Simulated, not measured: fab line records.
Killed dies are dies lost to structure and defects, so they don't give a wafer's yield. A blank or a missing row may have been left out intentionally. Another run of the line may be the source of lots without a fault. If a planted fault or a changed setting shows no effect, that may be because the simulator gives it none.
Matching of chambers / flow nandHarc / NHARC_P_M1_PRE_CLEAN_32 on pecvd-03: 3 sister chambers
The step time 12 s. 16 wafers are shown with their chamber, then 8 later ones without.

== EACH WAFER AND ITS CHAMBER ==
wafer=L077.1; chamber=1; heaterPowerW (W)=622; susceptorTempC (C)=370.14
wafer=L077.2; chamber=0; heaterPowerW (W)=772; susceptorTempC (C)=370.06
wafer=L077.3; chamber=2; heaterPowerW (W)=620; susceptorTempC (C)=369.84
wafer=L077.4; chamber=0; heaterPowerW (W)=765; susceptorTempC (C)=369.80
wafer=L077.5; chamber=2; heaterPowerW (W)=616; susceptorTempC (C)=369.46
wafer=L077.6; chamber=1; heaterPowerW (W)=617; susceptorTempC (C)=370.40
wafer=L081.3; chamber=2; heaterPowerW (W)=605; susceptorTempC (C)=369.72
wafer=L081.4; chamber=1; heaterPowerW (W)=692; susceptorTempC (C)=370.01
wafer=L081.6; chamber=0; heaterPowerW (W)=682; susceptorTempC (C)=369.89
wafer=L086.1; chamber=0; heaterPowerW (W)=698; susceptorTempC (C)=369.93
wafer=L086.2; chamber=2; heaterPowerW (W)=603; susceptorTempC (C)=370.09
wafer=L086.5; chamber=1; heaterPowerW (W)=712; susceptorTempC (C)=370.08
wafer=L087.1; chamber=2; heaterPowerW (W)=600; susceptorTempC (C)=369.98
wafer=L087.4; chamber=1; heaterPowerW (W)=689; susceptorTempC (C)=369.98
wafer=L087.6; chamber=2; heaterPowerW (W)=589; susceptorTempC (C)=370.12
wafer=L088.2; chamber=0; heaterPowerW (W)=680; susceptorTempC (C)=370.09

SIGNATURES (averages over the wafers above)
reading=heaterPowerW; chamber 0=719.40; chamber 1=666.40; chamber 2=605.50; scatter within a chamber=35.7
reading=susceptorTempC; chamber 0=369.9540; chamber 1=370.1220; chamber 2=369.8683; scatter within a chamber=0.193
Rule: for each reading, subtract the chamber's mean from the wafer's reading, divide by that reading's scatter and square the result; add these up over the readings and take the root, which gives the wafer's distance from the chamber. If the next closest chamber is less than 2 further off than the closest, the wafer can't be placed; otherwise it belongs to the closest. The scatter: the root of (the sum of the squares of (reading less its chamber's mean) over the shown wafers, divided by (wafers less chambers)).

== WAFERS WHOSE CHAMBER IS MISSING ==
wafer=L088.3; heaterPowerW (W)=634; susceptorTempC (C)=369.83
wafer=L088.5; heaterPowerW (W)=630; susceptorTempC (C)=369.78
wafer=L091.1; heaterPowerW (W)=586; susceptorTempC (C)=370.33
wafer=L091.5; heaterPowerW (W)=598; susceptorTempC (C)=369.67
wafer=L091.6; heaterPowerW (W)=718; susceptorTempC (C)=370.10
wafer=L092.1; heaterPowerW (W)=689; susceptorTempC (C)=370.19
wafer=L092.5; heaterPowerW (W)=621; susceptorTempC (C)=369.83
wafer=L092.6; heaterPowerW (W)=721; susceptorTempC (C)=370.06

== WHICH CHAMBER EACH ONE RAN IN ==
wafer=L088.3; from the rows above=can't be placed: 2 or 1 or 0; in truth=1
wafer=L088.5; from the rows above=can't be placed: 2 or 1 or 0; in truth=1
wafer=L091.1; from the rows above=can't be placed: 2 or 1 or 0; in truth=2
wafer=L091.5; from the rows above=can't be placed: 2 or 1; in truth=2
wafer=L091.6; from the rows above=can't be placed: 0 or 1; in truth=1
wafer=L092.1; from the rows above=can't be placed: 1 or 0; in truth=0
wafer=L092.5; from the rows above=can't be placed: 2 or 1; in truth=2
wafer=L092.6; from the rows above=can't be placed: 0 or 1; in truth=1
Placed correctly: 0 of 8. Can't be placed from these rows: 8 (the true chamber is among the candidates in 8). Placed wrongly: 0.
